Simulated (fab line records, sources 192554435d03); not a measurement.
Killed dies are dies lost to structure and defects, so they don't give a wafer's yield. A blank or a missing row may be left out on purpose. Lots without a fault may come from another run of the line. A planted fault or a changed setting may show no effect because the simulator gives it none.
Split-lot experiment | flow n5_finfet | 7 lots, 21 wafers read, on a route of 1938 steps

THE SPLIT
At N5_BEOL_M1_ETCH_70 (etches SOC in N2/H2, target depth 80 nm, overetch 16 nm, time 120 s), the setting time_s was moved away from the recipe's 120 s on 3 of the 21 wafers read, by -16.6% to -6.6%. The other wafers ran this setting at the recipe's value.

The reading is taken at the split's own step.

THE READING
SiARC_of_BEOL_M1_COAT_68.thk_nm (the simulator's own value, which no gauge read), in nm, at N5_BEOL_M1_ETCH_70 (etches SOC in N2/H2, target depth 80 nm, overetch 16 nm, time 120 s). The file gives no usual value for it. The 18 wafers here that ran the recipe average 6.4 nm, standard deviation 0.12 nm.

wafer  | tool, chamber at the split | time_s as run, s | against the recipe | SiARC_of_BEOL_M1_COAT_68.thk_nm, nm | against lot-mates on the recipe
L075.1 | rie_diel-01, 3,2           | 120              | recipe             | 6.2                                 | -
L075.4 | rie_diel-01, 3,2           | 120              | recipe             | 6.2                                 | -
L075.2 | rie_diel-01, 1             | 120              | recipe             | 6.6                                 | -
L084.4 | rie_diel-05, 3             | 100.1            | -16.6%             | 7.4                                 | +1.1
L084.5 | rie_diel-05, 0             | 120              | recipe             | 6.2                                 | -
L084.6 | rie_diel-05, 1             | 120              | recipe             | 6.4                                 | -
L085.1 | rie_diel-02, 2             | 120              | recipe             | 6.2                                 | -
L085.3 | rie_diel-02, 0             | 120              | recipe             | 6.4                                 | -
L085.4 | rie_diel-02, 0             | 120              | recipe             | 6.4                                 | -
L089.1 | rie_diel-01, 1             | 120              | recipe             | 6.6                                 | -
L089.5 | rie_diel-01, 1             | 120              | recipe             | 6.6                                 | -
L089.4 | rie_diel-01, 2             | 120              | recipe             | 6.4                                 | -
L090.1 | rie_diel-05, 3,2           | 120              | recipe             | 6.4                                 | -
L090.3 | rie_diel-05, 3,2           | 120              | recipe             | 6.4                                 | -
L090.2 | rie_diel-05, 0             | 112.1            | -6.6%              | 6.6                                 | +0.2
L091.1 | rie_diel-05, 3,1           | 120              | recipe             | 6.4                                 | -
L091.2 | rie_diel-05, 3,1           | 120              | recipe             | 6.4                                 | -
L091.6 | rie_diel-05, 2             | 107              | -10.8%             | 7                                   | +0.6
L097.2 | rie_diel-01, 2,3,1         | 120              | recipe             | 6.4                                 | -
L097.3 | rie_diel-01, 2,3,1         | 120              | recipe             | 6.4                                 | -
L097.4 | rie_diel-01, 2,3,1         | 120              | recipe             | 6.4                                 | -
Where a row lists several chambers, the file gives one row for several wafers and doesn't say which wafer went through which chamber.

THE FIT
A straight line over all 21 wafers: SiARC_of_BEOL_M1_COAT_68.thk_nm changes by -0.0573 nm for each +1% of time_s; r = -0.90; the points scatter about the line by 0.13 nm.
The same after taking each lot's own level away (the mean of its wafers on the recipe; 21 wafers): -0.0604 nm for each +1%; r = -0.93; scatter 0.11 nm.
On that fit, the largest move of time_s shifts the reading by 1 nm.
The lots' own levels span 6.30 to 6.53 nm, that is 1.9 times the standard deviation above.
So the lot-to-lot level changes the slope little: the two slopes agree.
Check: with one of the wafers moved furthest among these (-16.6%) left out of the fit, the line predicts +0.809 nm for it against its lot-mates. It came out at +1.1 nm against them.

OTHER SPLITS ON THESE WAFERS
These wafers also went through other splits before the reading. Each is held against what the fit with the lots' levels taken away leaves over:
other split on the same wafers          | wafers away from the commonest value | r with SiARC_of_BEOL_M1_COAT_68.thk_nm (lot level and that fit taken away)
N5_MOL_CONTACT_COAG_ETCH_15 source_w    | 7                                    | +0.32
N5_MOL_CONTACT_COAG_ALD_133 ald_cycles  | 7                                    | -0.01
N5_MOL_CONTACT_COAG_VIA_ETCH_117 bias_w | 5                                    | -0.06
N5_BEOL_M0_SAQP_PECVD_97 time_s         | 12                                   | +0.13

THE FILE'S OWN FIT
SiARC_of_BEOL_M1_COAT_68.thk_nm changes by -0.0598 nm for each +1% of time_s, r = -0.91.
